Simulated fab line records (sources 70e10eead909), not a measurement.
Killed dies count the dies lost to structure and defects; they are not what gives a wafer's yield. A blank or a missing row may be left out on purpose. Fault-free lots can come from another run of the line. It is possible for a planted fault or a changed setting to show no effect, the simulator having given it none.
Chamber matching | flow nand-harc | rie-diel-09 running NHARC_P_M0_DESCUM_14: 4 sister chambers
The step chemistry O2, time 3 s. 20 wafers are shown with their chamber, then 10 later ones without.

## WAFERS WITH THEIR CHAMBER
wafer  | chamber | drypump-motor-current-A (A) | oes-product-au (a.u.) | throttle-valve-pct (%)
L075.3 | 0       | 5.5                         | 1.000                 | 11.323
L075.4 | 1       | 5.7                         | 0.985                 | 11.309
L075.5 | 2       | 6.2                         | 0.995                 | 11.315
L078.1 | 0       | 5.6                         | 0.997                 | 11.305
L078.3 | 1       | 5.7                         | 0.985                 | 11.313
L078.6 | 2       | 6.2                         | 0.991                 | 11.310
L083.1 | 2       | 6.2                         | 1.005                 | 11.302
L083.2 | 3       | 5.9                         | 0.993                 | 11.312
L083.5 | 3       | 5.9                         | 0.985                 | 11.306
L082.1 | 0       | 5.5                         | 1.007                 | 11.311
L082.2 | 1       | 5.7                         | 0.986                 | 11.297
L082.4 | 2       | 6.2                         | 0.998                 | 11.319
L086.1 | 1       | 5.7                         | 1.002                 | 11.304
L086.3 | 3       | 5.9                         | 0.987                 | 11.315
L086.5 | 2       | 6.2                         | 1.001                 | 11.322
L085.3 | 0       | 5.5                         | 0.996                 | 11.317
L085.4 | 2       | 6.2                         | 0.993                 | 11.309
L085.5 | 2       | 6.2                         | 0.997                 | 11.314
L092.2 | 1       | 5.7                         | 0.995                 | 11.309
L092.3 | 0       | 5.6                         | 0.992                 | 11.324

SIGNATURES, as means of the wafers listed above
reading                 | chamber 0 | chamber 1 | chamber 2 | chamber 3 | scatter within a chamber
drypump-motor-current-A | 5.540     | 5.700     | 6.200     | 5.900     | 0.0274
oes-product-au          | 0.99840   | 0.99060   | 0.99714   | 0.98833   | 0.00576
throttle-valve-pct      | 11.31600  | 11.30640  | 11.31300  | 11.31100  | 0.00671
Rule: for a wafer and a chamber, the distance is found by dividing, reading by reading, the gap between the wafer's reading and the chamber's mean by the reading's scatter, squaring, summing and taking the root. The wafer belongs to the nearest chamber; if the next one is less than 2 further off, it can't be placed. How the scatter is found: for the shown wafers, subtract from each reading the mean of its chamber, square and add these, divide the total by (wafers less chambers), then take the root.

## WAFERS WITH NO CHAMBER GIVEN
wafer  | drypump-motor-current-A (A) | oes-product-au (a.u.) | throttle-valve-pct (%)
L092.6 | 5.9                         | 0.979                 | 11.300
L094.2 | 5.5                         | 1.003                 | 11.303
L094.4 | 6.0                         | 0.986                 | 11.304
L094.6 | 6.2                         | 1.001                 | 11.301
L097.1 | 5.7                         | 0.996                 | 11.310
L097.2 | 5.6                         | 0.999                 | 11.312
L097.5 | 6.2                         | 1.005                 | 11.303
L096.3 | 5.9                         | 0.986                 | 11.307
L096.4 | 5.7                         | 0.998                 | 11.326
L096.5 | 5.6                         | 0.994                 | 11.320

## WHICH CHAMBER EACH ONE RAN IN
wafer  | from the rows above     | in truth
L092.6 | 3                       | 3
L094.2 | 0                       | 0
L094.4 | 3                       | 3
L094.6 | 2                       | 2
L097.1 | 1                       | 1
L097.2 | can't be placed: 0 or 1 | 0
L097.5 | 2                       | 2
L096.3 | 3                       | 3
L096.4 | 1                       | 1
L096.5 | can't be placed: 0 or 1 | 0
Placed correctly: 8 of 10. From these rows, 2 cannot be placed; in 2 the true chamber is one of the candidates. Number placed wrongly: 0.
